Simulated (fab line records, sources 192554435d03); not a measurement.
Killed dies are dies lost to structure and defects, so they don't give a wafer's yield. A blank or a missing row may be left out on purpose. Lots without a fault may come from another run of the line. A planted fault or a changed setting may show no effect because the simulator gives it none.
Split-lot experiment | flow n5_finfet | 7 lots, 21 wafers read, on a route of 1938 steps

THE SPLIT
At N5_BEOL_M4_ILD_DEP_00 (deposits SiOC from DEMS/O2, target thk 79 nm, time 15.3 s), the setting time_s was moved away from the recipe's 15.3 s on 8 of the 21 wafers read, by -8.5% to +9.9%. The other wafers ran this setting at the recipe's value.

The file shows no step between the split and the reading.

THE READING
M4_ILD_THK, in nm, at N5_BEOL_M4_THK_MEAS_01. Fault-free wafers of this fab line usually give 78.7 nm, standard deviation 1.1 nm.

wafer  | tool, chamber at the split | time_s as run, s | against the recipe | M4_ILD_THK, nm | against lot-mates on the recipe
L081.1 | pecvd-04, 2                | 15.3             | recipe             | 77.3           | -
L081.4 | pecvd-04, 1                | 14               | -8.5%              | 72.1           | -5.2
L081.5 | pecvd-04, 2                | 14               | -8.5%              | 71.6           | -5.7
L083.1 | pecvd-04, 2                | 15.3             | recipe             | 78.9           | -
L083.4 | pecvd-04, 2                | 15.3             | recipe             | 78.6           | -
L083.5 | pecvd-04, 0                | 15.3             | recipe             | 81.2           | -
L084.1 | pecvd-03, 0                | 14.56            | -4.8%              | 75.0           | -3.2
L084.3 | pecvd-03, 1                | 15.3             | recipe             | 78.2           | -
L084.6 | pecvd-03, 2                | 14.56            | -4.8%              | 75.8           | -2.4
L085.4 | pecvd-02, 0                | 15.3             | recipe             | 79.8           | -
L085.5 | pecvd-02, 1                | 15.3             | recipe             | 79.6           | -
L085.6 | pecvd-02, 2                | 16.6             | +8.5%              | 86.9           | +7.2
L086.2 | pecvd-04, 2                | 15.3             | recipe             | 77.5           | -
L086.4 | pecvd-04, 0                | 15.3             | recipe             | 79.8           | -
L086.6 | pecvd-04, 0                | 15.3             | recipe             | 80.1           | -
L088.3 | pecvd-03, 2                | 14.32            | -6.4%              | 72.6           | -5.7
L088.4 | pecvd-03, 0                | 14.32            | -6.4%              | 73.8           | -4.5
L088.5 | pecvd-03, 1                | 15.3             | recipe             | 78.3           | -
L095.3 | pecvd-04, 1                | 16.82            | +9.9%              | 85.6           | +5.7
L095.4 | pecvd-04, 1                | 15.3             | recipe             | 79.5           | -
L095.6 | pecvd-04, 0                | 15.3             | recipe             | 80.3           | -

THE FIT
A straight line over all 21 wafers: M4_ILD_THK changes by +0.82 nm for each +1% of time_s; r = +0.96; the points scatter about the line by 1.1 nm.
The same after taking each lot's own level away (the mean of its wafers on the recipe; 21 wafers): +0.683 nm for each +1%; r = +0.97; scatter 0.87 nm.
On that fit, the largest move of time_s shifts the reading by 6.8 nm.
The lots' own levels span 77.30 to 79.90 nm, that is 2.4 times the standard deviation above.
So the lot-to-lot level changes the slope: the two fits differ.
Check: with one of the wafers moved furthest among these (+9.9%) left out of the fit, the line predicts +7.36 nm for it against its lot-mates. It came out at +5.7 nm against them.

THE WHOLE CHAIN: every reading that the file lists as answering this split, in the file's order
step                   | what it does                                              | reading                                                                            | change (the file's fit)               | r (the file's)
N5_BEOL_M4_ILD_DEP_00  | deposits SiOC from DEMS/O2, target thk 79 nm, time 15.3 s | SiOC_of_BEOL_M4_ILD_DEP_00.thk_nm (the simulator's own value, which no gauge read) | +0.686 nm for each +1% of the setting | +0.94
N5_BEOL_M4_THK_MEAS_01 |                                                           | M4_ILD_THK                                                                         | +0.684 for each +1% of the setting    | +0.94

THE FILE'S OWN FIT
M4_ILD_THK changes by +0.684 nm for each +1% of time_s, r = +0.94.
